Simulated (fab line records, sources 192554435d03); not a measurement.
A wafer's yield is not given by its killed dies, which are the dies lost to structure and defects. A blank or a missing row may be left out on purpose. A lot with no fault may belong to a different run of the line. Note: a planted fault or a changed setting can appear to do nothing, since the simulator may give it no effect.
fab line records	flow n5Finfet
record lots=24	wafers=72	lastDay=20
route steps=1938 shown BEOL_M4@1046 BEOL_M5@1128
lots with no fault: from the same line, run without faults
startH: start of the lot's first displayed wafer, in hours after the record's first day	waitH: time in hours since the lot's previous step	" same as the row above	L1.1+2: a row that stands for several wafers	- value missing, or start not given	* or withheld: withheld	< > ~ a bound
route shown NAME@n: NAME is a module with steps in the file, n the number in the route of the first one	usual: mean and standard deviation over wafers with no fault	same: alike in all rows	chamber/n: place in a boat	sites: readings site by site	_std_site: the standard deviation of these	_edge_site: mean of outer sites minus mean of inner sites	radiusMm: for every site, how far away it sits from the centre of the wafer	mask NAME#n: copy n	behind: the most recent tool/chamber to have shaped the wafer	hold: what put the lot on hold/how long, in hours/how the hold closed	device: names the non-switching transistor (n, p or np)	end of line: tests run on the same wafers once the route is complete	a step with no rows: only its recipe	killed: the dies lost at the first sort to structure and to defects; this is not the yield of the wafer	map: a wafer's dies, x killed, . not, _ none there
set.NAME: the run value of the setting; set.NAME@STEP: its run value at that earlier step	model.NAME: the simulator's own value behind a step, which no gauge read
route steps across a sampled set of lots; one table per step, one row per wafer
## steps
# step N5_BEOL_M4_CD_MEAS_18
# recipe pitchNm=36	targetCdNm=18
# usual cdNm=18.03/0.28
lot.wafer	tool	chamber	startH	waitH	cdNm
L074.3	cdSem-02	-	183.76	0.1	17.80
L074.4	"	-	"	"	17.67
L074.5	"	-	"	"	17.83
L075.2	cdSem-01	-	218.55	0.1	18.10
L075.4	"	-	"	"	18.20
L075.6	"	-	"	"	18.65
L076.1	cdSem-01	-	220.70	0.0	18.20
L076.4	"	-	"	"	17.92
L076.6	"	-	"	"	18.18
L077.1	cdSem-02	-	220.93	0.0	18.09
L077.2	"	-	"	"	17.51
L077.5	"	-	"	"	17.85
L078.1	cdSem-02	-	222.49	0.0	18.02
L078.3	"	-	"	"	17.73
L078.4	"	-	"	"	18.16
L080.1	cdSem-03	-	235.87	0.0	17.64
L080.2	"	-	"	"	18.07
L080.5	"	-	"	"	17.88
L081.1	cdSem-02	-	236.01	0.0	18.16
L081.3	"	-	"	"	18.24
L081.4	"	-	"	"	18.10
L082.3	cdSem-03	-	241.70	0.1	17.90
L082.5	"	-	"	"	17.75
L082.6	"	-	"	"	18.03
L083.1	cdSem-03	-	243.41	0.0	18.72
L083.5	"	-	"	"	18.31
L083.6	"	-	"	"	18.00
L084.3	cdSem-01	-	250.05	0.1	18.27
L084.5	"	-	"	"	17.75
L084.6	"	-	"	"	17.93
L085.3	cdSem-01	-	252.89	0.1	18.34
L085.4	"	-	"	"	18.01
L085.6	"	-	"	"	18.10
L086.2	cdSem-01	-	260.11	0.1	18.14
L086.3	"	-	"	"	17.91
L086.6	"	-	"	"	17.77
L092.2	cdSem-02	-	266.15	0.1	17.65
L092.3	"	-	"	"	18.20
L092.4	"	-	"	"	17.89
L088.3	cdSem-01	-	286.84	0.1	17.93
L088.5	"	-	"	"	18.33
L088.6	"	-	"	"	18.20
L087.3	cdSem-01	-	296.73	0.1	17.91
L087.4	"	-	"	"	18.22
L087.6	"	-	"	"	17.58
L090.2	cdSem-02	-	300.65	0.1	17.98
L090.4	"	-	"	"	18.13
L090.5	"	-	"	"	17.58
L089.2	cdSem-01	-	300.85	0.1	18.20
L089.4	"	-	"	"	18.27
L089.5	"	-	"	"	17.82
L091.1	cdSem-03	-	302.43	0.0	17.92
L091.3	"	-	"	"	17.86
L091.4	"	-	"	"	18.07
L093.3	cdSem-02	-	319.18	0.1	17.99
L093.5	"	-	"	"	18.50
L093.6	"	-	"	"	18.05
L079.1	cdSem-01	-	321.70	0.0	17.98
L079.2	"	-	"	"	18.25
L079.6	"	-	"	"	17.95
L097.1	cdSem-03	-	323.55	0.0	18.31
L097.2	"	-	"	"	18.41
L097.6	"	-	"	"	18.29
L095.1	cdSem-03	-	340.46	0.0	17.99
L095.4	"	-	"	"	18.21
L095.6	"	-	"	"	18.36
L096.1	cdSem-02	-	344.00	0.0	17.85
L096.3	"	-	"	"	18.36
L096.6	"	-	"	"	17.92
L094.1	cdSem-03	-	345.60	0.0	17.86
L094.2	"	-	"	"	17.53
L094.6	"	-	"	"	17.84
# step N5_BEOL_M4_ANNEAL_49
# recipe tempC=400	timeS=240	ambient=vacuum
# usual heaterPowerW=836/71
# same timeS=240
lot.wafer	tool	chamber	startH	waitH	heaterPowerW
L074.3	pvdSputter-02	-	207.74	0.0	859
L074.4	"	-	"	"	841
L074.5	"	-	"	"	844
L075.2	pvdSputter-01	-	241.22	0.0	730
L075.4	"	-	"	"	956
L075.6	"	-	"	"	913
L076.1	pvdSputter-01	-	247.03	0.0	721
L076.4	"	-	"	"	941
L076.6	"	-	"	"	718
L077.1	pvdSputter-02	-	249.72	0.0	868
L077.2	"	-	"	"	841
L077.5	"	-	"	"	833
L078.1	pvdSputter-03	-	255.72	0.0	775
L078.3	"	-	"	"	729
L078.4	"	-	"	"	912
L080.1	pvdSputter-01	-	263.03	0.0	749
L080.2	"	-	"	"	834
L080.5	"	-	"	"	909
L081.1	pvdSputter-03	-	266.08	0.0	902
L081.3	"	-	"	"	895
L081.4	"	-	"	"	744
L082.3	pvdSputter-03	-	272.32	0.0	736
L082.5	"	-	"	"	757
L082.6	"	-	"	"	906
L083.1	pvdSputter-01	-	273.19	0.0	944
L083.5	"	-	"	"	905
L083.6	"	-	"	"	927
L084.3	pvdSputter-02	-	278.14	0.0	850
L084.5	"	-	"	"	840
L084.6	"	-	"	"	855
L085.3	pvdSputter-03	-	286.07	0.0	753
L085.4	"	-	"	"	882
L085.6	"	-	"	"	874
L086.2	pvdSputter-03	-	292.95	0.0	745
L086.3	"	-	"	"	878
L086.6	"	-	"	"	914
L092.2	pvdSputter-02	-	293.09	0.0	782
L092.3	"	-	"	"	853
L092.4	"	-	"	"	846
L088.3	pvdSputter-03	-	307.16	0.0	740
L088.5	"	-	"	"	740
L088.6	"	-	"	"	884
L089.2	pvdSputter-02	-	308.98	0.0	857
L089.4	"	-	"	"	777
L089.5	"	-	"	"	856
L087.3	pvdSputter-01	-	312.01	0.0	817
L087.4	"	-	"	"	931
L087.6	"	-	"	"	810
L090.2	pvdSputter-02	-	316.50	0.0	740
L090.4	"	-	"	"	829
L090.5	"	-	"	"	829
L091.1	pvdSputter-02	-	319.42	0.0	835
L091.3	"	-	"	"	827
L091.4	"	-	"	"	757
L093.3	pvdSputter-01	-	324.27	0.0	733
L093.5	"	-	"	"	719
L093.6	"	-	"	"	937
L079.1	pvdSputter-02	-	344.51	0.0	858
L079.2	"	-	"	"	775
L079.6	"	-	"	"	763
L097.1	pvdSputter-03	-	344.65	0.0	730
L097.2	"	-	"	"	741
L097.6	"	-	"	"	741
L096.1	pvdSputter-01	-	355.64	0.0	926
L096.3	"	-	"	"	746
L096.6	"	-	"	"	738
L095.1	pvdSputter-01	-	361.28	0.0	825
L095.4	"	-	"	"	935
L095.6	"	-	"	"	833
L094.1	pvdSputter-02	-	366.65	0.0	835
L094.2	"	-	"	"	840
L094.6	"	-	"	"	760
# step N5_BEOL_M4_ANNEAL_91
# recipe tempC=400	timeS=240	ambient=vacuum
# usual heaterPowerW=835/69
# same timeS=240
lot.wafer	tool	chamber	startH	waitH	heaterPowerW
L074.3	pvdSputter-02	-	208.84	0.0	812
L074.4	"	-	"	"	852
L074.5	"	-	"	"	873
L075.2	pvdSputter-01	-	242.32	0.0	725
L075.4	"	-	"	"	912
L075.6	"	-	"	"	916
L076.1	pvdSputter-01	-	248.13	0.0	714
L076.4	"	-	"	"	926
L076.6	"	-	"	"	740
L077.1	pvdSputter-02	-	250.82	0.0	871
L077.2	"	-	"	"	842
L077.5	"	-	"	"	833
L078.1	pvdSputter-03	-	256.82	0.0	730
L078.3	"	-	"	"	732
L078.4	"	-	"	"	899
L080.1	pvdSputter-01	-	264.13	0.0	718
L080.2	"	-	"	"	841
L080.5	"	-	"	"	901
L081.1	pvdSputter-03	-	267.18	0.0	908
L081.3	"	-	"	"	872
L081.4	"	-	"	"	736
L082.3	pvdSputter-03	-	273.42	0.0	749
L082.5	"	-	"	"	750
L082.6	"	-	"	"	888
L083.1	pvdSputter-01	-	274.29	0.0	954
L083.5	"	-	"	"	928
L083.6	"	-	"	"	918
L084.3	pvdSputter-02	-	279.24	0.0	873
L084.5	"	-	"	"	839
L084.6	"	-	"	"	855
L085.3	pvdSputter-03	-	287.17	0.0	749
L085.4	"	-	"	"	867
L085.6	"	-	"	"	880
L086.2	pvdSputter-03	-	294.05	0.0	757
L086.3	"	-	"	"	897
L086.6	"	-	"	"	870
L092.2	pvdSputter-02	-	294.19	0.0	760
L092.3	"	-	"	"	858
L092.4	"	-	"	"	817
L088.3	pvdSputter-03	-	308.26	0.0	726
L088.5	"	-	"	"	737
L088.6	"	-	"	"	883
L089.2	pvdSputter-02	-	310.08	0.0	863
L089.4	"	-	"	"	768
L089.5	"	-	"	"	878
L087.3	pvdSputter-01	-	313.11	0.0	798
L087.4	"	-	"	"	916
L087.6	"	-	"	"	801
L090.2	pvdSputter-02	-	317.60	0.0	769
L090.4	"	-	"	"	852
L090.5	"	-	"	"	834
L091.1	pvdSputter-02	-	320.52	0.0	864
L091.3	"	-	"	"	838
L091.4	"	-	"	"	771
L093.3	pvdSputter-01	-	325.37	0.0	735
L093.5	"	-	"	"	725
L093.6	"	-	"	"	946
L079.1	pvdSputter-02	-	345.61	0.0	902
L079.2	"	-	"	"	742
L079.6	"	-	"	"	752
L097.1	pvdSputter-03	-	345.75	0.0	750
L097.2	"	-	"	"	743
L097.6	"	-	"	"	733
L096.1	pvdSputter-01	-	356.74	0.0	936
L096.3	"	-	"	"	711
L096.6	"	-	"	"	735
L095.1	pvdSputter-01	-	362.38	0.0	832
L095.4	"	-	"	"	927
L095.6	"	-	"	"	805
L094.1	pvdSputter-02	-	367.75	0.0	847
L094.2	"	-	"	"	848
L094.6	"	-	"	"	741
# step N5_BEOL_M4_ANNEAL_93
# recipe tempC=400	timeS=240	ambient=vacuum
# usual heaterPowerW=836/73
# same timeS=240
lot.wafer	tool	chamber	startH	waitH	heaterPowerW
L074.3	pvdSputter-02	-	209.06	0.0	834
L074.4	"	-	"	"	855
L074.5	"	-	"	"	871
L075.2	pvdSputter-01	-	242.54	0.0	735
L075.4	"	-	"	"	938
L075.6	"	-	"	"	933
L076.1	pvdSputter-01	-	248.35	0.0	715
L076.4	"	-	"	"	946
L076.6	"	-	"	"	699
L077.1	pvdSputter-02	-	251.04	0.0	864
L077.2	"	-	"	"	838
L077.5	"	-	"	"	826
L078.1	pvdSputter-03	-	257.04	0.0	753
L078.3	"	-	"	"	741
L078.4	"	-	"	"	917
L080.1	pvdSputter-01	-	264.35	0.0	741
L080.2	"	-	"	"	844
L080.5	"	-	"	"	927
L081.1	pvdSputter-03	-	267.40	0.0	913
L081.3	"	-	"	"	869
L081.4	"	-	"	"	764
L082.3	pvdSputter-03	-	273.64	0.0	753
L082.5	"	-	"	"	750
L082.6	"	-	"	"	868
L083.1	pvdSputter-01	-	274.51	0.0	956
L083.5	"	-	"	"	948
L083.6	"	-	"	"	951
L084.3	pvdSputter-02	-	279.46	0.0	828
L084.5	"	-	"	"	839
L084.6	"	-	"	"	843
L085.3	pvdSputter-03	-	287.39	0.0	749
L085.4	"	-	"	"	890
L085.6	"	-	"	"	897
L086.2	pvdSputter-03	-	294.27	0.0	729
L086.3	"	-	"	"	906
L086.6	"	-	"	"	897
L092.2	pvdSputter-02	-	294.41	0.0	756
L092.3	"	-	"	"	849
L092.4	"	-	"	"	848
L088.3	pvdSputter-03	-	308.48	0.0	767
L088.5	"	-	"	"	741
L088.6	"	-	"	"	890
L089.2	pvdSputter-02	-	310.30	0.0	852
L089.4	"	-	"	"	749
L089.5	"	-	"	"	877
L087.3	pvdSputter-01	-	313.33	0.0	796
L087.4	"	-	"	"	937
L087.6	"	-	"	"	809
L090.2	pvdSputter-02	-	317.82	0.0	768
L090.4	"	-	"	"	852
L090.5	"	-	"	"	835
L091.1	pvdSputter-02	-	320.74	0.0	869
L091.3	"	-	"	"	840
L091.4	"	-	"	"	746
L093.3	pvdSputter-01	-	325.59	0.0	710
L093.5	"	-	"	"	735
L093.6	"	-	"	"	935
L079.1	pvdSputter-02	-	345.83	0.0	848
L079.2	"	-	"	"	734
L079.6	"	-	"	"	767
L097.1	pvdSputter-03	-	345.97	0.0	737
L097.2	"	-	"	"	759
L097.6	"	-	"	"	762
L096.1	pvdSputter-01	-	356.96	0.0	934
L096.3	"	-	"	"	709
L096.6	"	-	"	"	718
L095.1	pvdSputter-01	-	362.60	0.0	812
L095.4	"	-	"	"	940
L095.6	"	-	"	"	800
L094.1	pvdSputter-02	-	367.97	0.0	831
L094.2	"	-	"	"	862
L094.6	"	-	"	"	768
# step N5_BEOL_M4_INSPECT_59
# recipe inspectInstrument=darkfield	mode=postDep
# usual rawDefectCount=72/23
lot.wafer	tool	chamber	startH	waitH	rawDefectCount
L074.3	defectInspect-02	-	210.76	0.0	62
L074.4	"	-	"	"	84
L074.5	"	-	"	"	59
L075.2	defectInspect-01	-	244.38	0.0	113
L075.4	"	-	"	"	80
L075.6	"	-	"	"	95
L076.1	defectInspect-02	-	249.87	0.0	80
L076.4	"	-	"	"	71
L076.6	"	-	"	"	48
L077.1	defectInspect-01	-	252.48	0.0	61
L077.2	"	-	"	"	107
L077.5	"	-	"	"	76
L078.1	defectInspect-01	-	258.51	0.0	104
L078.3	"	-	"	"	73
L078.4	"	-	"	"	66
L080.1	defectInspect-01	-	265.79	0.0	55
L080.2	"	-	"	"	38
L080.5	"	-	"	"	36
L081.1	defectInspect-02	-	269.08	0.0	74
L081.3	"	-	"	"	75
L081.4	"	-	"	"	55
L082.3	defectInspect-02	-	275.47	0.0	54
L082.5	"	-	"	"	60
L082.6	"	-	"	"	78
L083.1	defectInspect-02	-	276.12	0.0	73
L083.5	"	-	"	"	105
L083.6	"	-	"	"	113
L084.3	defectInspect-02	-	280.92	0.0	49
L084.5	"	-	"	"	48
L084.6	"	-	"	"	89
L085.3	defectInspect-02	-	288.82	0.0	39
L085.4	"	-	"	"	25
L085.6	"	-	"	"	46
L086.2	defectInspect-02	-	295.71	0.0	128
L086.3	"	-	"	"	88
L086.6	"	-	"	"	65
L092.2	defectInspect-02	-	295.84	0.0	76
L092.3	"	-	"	"	80
L092.4	"	-	"	"	82
L088.3	defectInspect-01	-	310.14	0.0	113
L088.5	"	-	"	"	148
L088.6	"	-	"	"	138
L089.2	defectInspect-02	-	311.77	0.0	68
L089.4	"	-	"	"	63
L089.5	"	-	"	"	93
L087.3	defectInspect-01	-	314.88	0.0	47
L087.4	"	-	"	"	107
L087.6	"	-	"	"	100
L090.2	defectInspect-01	-	319.26	0.0	61
L090.4	"	-	"	"	82
L090.5	"	-	"	"	69
L091.1	defectInspect-01	-	322.18	0.0	53
L091.3	"	-	"	"	54
L091.4	"	-	"	"	76
L093.3	defectInspect-02	-	327.18	0.0	56
L093.5	"	-	"	"	56
L093.6	"	-	"	"	81
L079.1	defectInspect-01	-	347.26	0.0	75
L079.2	"	-	"	"	81
L079.6	"	-	"	"	75
L097.1	defectInspect-02	-	347.68	0.0	49
L097.2	"	-	"	"	50
L097.6	"	-	"	"	52
L096.1	defectInspect-01	-	358.47	0.0	56
L096.3	"	-	"	"	49
L096.6	"	-	"	"	34
L094.1	defectInspect-01	-	369.41	0.0	58
L094.2	"	-	"	"	68
L094.6	"	-	"	"	80
L095.1	defectInspect-01	-	373.57	0.0	63
L095.4	"	-	"	"	73
L095.6	"	-	"	"	63
# step N5_BEOL_M5_INSPECT_13
# recipe mode=adi	inspectInstrument=brightfield
# usual rawDefectCount=428/95
lot.wafer	tool	chamber	startH	waitH	rawDefectCount
L074.3	defectInspect-01	-	213.49	0.0	469
L074.4	"	-	"	"	767
L074.5	"	-	"	"	619
L075.2	defectInspect-01	-	246.89	0.0	520
L075.4	"	-	"	"	308
L075.6	"	-	"	"	358
L076.1	defectInspect-01	-	252.30	0.1	430
L076.4	"	-	"	"	417
L076.6	"	-	"	"	329
L077.1	defectInspect-01	-	255.38	0.1	387
L077.2	"	-	"	"	566
L077.5	"	-	"	"	406
L078.1	defectInspect-01	-	261.21	0.1	488
L078.3	"	-	"	"	605
L078.4	"	-	"	"	516
L080.1	defectInspect-01	-	269.70	0.1	509
L080.2	"	-	"	"	500
L080.5	"	-	"	"	394
L081.1	defectInspect-02	-	271.45	0.1	460
L081.3	"	-	"	"	471
L081.4	"	-	"	"	382
L082.3	defectInspect-01	-	279.04	0.0	450
L082.5	"	-	"	"	472
L082.6	"	-	"	"	497
L083.1	defectInspect-02	-	279.11	0.1	469
L083.5	"	-	"	"	411
L083.6	"	-	"	"	479
L084.3	defectInspect-02	-	283.57	0.0	424
L084.5	"	-	"	"	377
L084.6	"	-	"	"	497
L085.3	defectInspect-01	-	292.07	0.0	393
L085.4	"	-	"	"	640
L085.6	"	-	"	"	403
L086.2	defectInspect-01	-	298.49	0.0	463
L086.3	"	-	"	"	374
L086.6	"	-	"	"	355
L092.2	defectInspect-01	-	298.53	0.0	368
L092.3	"	-	"	"	419
L092.4	"	-	"	"	567
L088.3	defectInspect-02	-	313.09	0.1	409
L088.5	"	-	"	"	481
L088.6	"	-	"	"	536
L089.2	defectInspect-01	-	318.01	0.0	409
L089.4	"	-	"	"	511
L089.5	"	-	"	"	493
L087.3	defectInspect-01	-	318.05	0.0	358
L087.4	"	-	"	"	566
L087.6	"	-	"	"	421
L090.2	defectInspect-01	-	322.13	0.0	341
L090.4	"	-	"	"	317
L090.5	"	-	"	"	280
L091.1	defectInspect-01	-	326.82	0.1	383
L091.3	"	-	"	"	358
L091.4	"	-	"	"	383
L093.3	defectInspect-02	-	330.62	0.0	302
L093.5	"	-	"	"	394
L093.6	"	-	"	"	433
L079.1	defectInspect-02	-	350.95	0.1	367
L079.2	"	-	"	"	395
L079.6	"	-	"	"	520
L097.1	defectInspect-02	-	351.20	0.1	343
L097.2	"	-	"	"	268
L097.6	"	-	"	"	317
L096.1	defectInspect-02	-	360.98	0.1	361
L096.3	"	-	"	"	302
L096.6	"	-	"	"	307
L094.1	defectInspect-02	-	372.34	0.1	543
L094.2	"	-	"	"	469
L094.6	"	-	"	"	373
L095.1	defectInspect-02	-	376.13	0.1	502
L095.4	"	-	"	"	462
L095.6	"	-	"	"	261
## key
fault none
